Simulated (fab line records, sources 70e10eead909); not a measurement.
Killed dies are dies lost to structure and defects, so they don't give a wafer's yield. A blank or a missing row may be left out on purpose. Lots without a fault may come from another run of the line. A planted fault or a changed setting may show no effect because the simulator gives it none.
Chamber matching | flow nand_harc | NHARC_P_CONTACT_ALD_22 on ald_metal-01: 4 sister chambers
The step deposits TiN, target thk 3 nm, pulse time 1 s, ald cycles 150. 4 wafers are shown with their chamber, then 12 later ones without.

WAFERS WITH THEIR CHAMBER
wafer  | chamber | heater_power_w (W)
L089.2 | 3       | 1193
L089.3 | 0       | 1048
L092.1 | 1       | 1006
L092.5 | 2       | 1002

WAFERS WITHOUT THEIR CHAMBER
wafer  | heater_power_w (W)
L092.6 | 1194
L094.3 | 1202
L094.4 | 1026
L094.5 | 1030
L095.2 | 999
L095.5 | 1185
L095.3 | 1035
L095.4 | 1079
L095.6 | 1036
L097.2 | 1027
L097.3 | 1052
L097.6 | 1221

WHICH CHAMBER EACH WENT THROUGH
wafer  | from the rows above          | in truth
L092.6 | 3                            | 3
L094.3 | 3                            | 3
L094.4 | can't be placed: 1 or 0 or 2 | 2
L094.5 | can't be placed: 0 or 1 or 2 | 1
L095.2 | can't be placed: 2 or 1      | 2
L095.5 | 3                            | 3
L095.3 | can't be placed: 0 or 1 or 2 | 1
L095.4 | 0                            | 0
L095.6 | can't be placed: 0 or 1 or 2 | 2
L097.2 | can't be placed: 0 or 1 or 2 | 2
L097.3 | 0                            | 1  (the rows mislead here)
L097.6 | 3                            | 3
Placed correctly: 5 of 12. Can't be placed from these rows: 6 (the true chamber is among the candidates in 6). Placed wrongly: 1.
How it was worked out, from the rows above alone: a wafer's distance from a chamber is the root of the sum, over the readings, of the square of ((its reading less the chamber's mean) divided by the reading's scatter). The wafer belongs to the nearest chamber; if the next one is less than 2 further off, it can't be placed. A chamber's mean is the mean of its shown wafers. The scatter: with one shown wafer a chamber, the root of the mean of the squares of how far each hidden wafer lies from its nearest shown one.
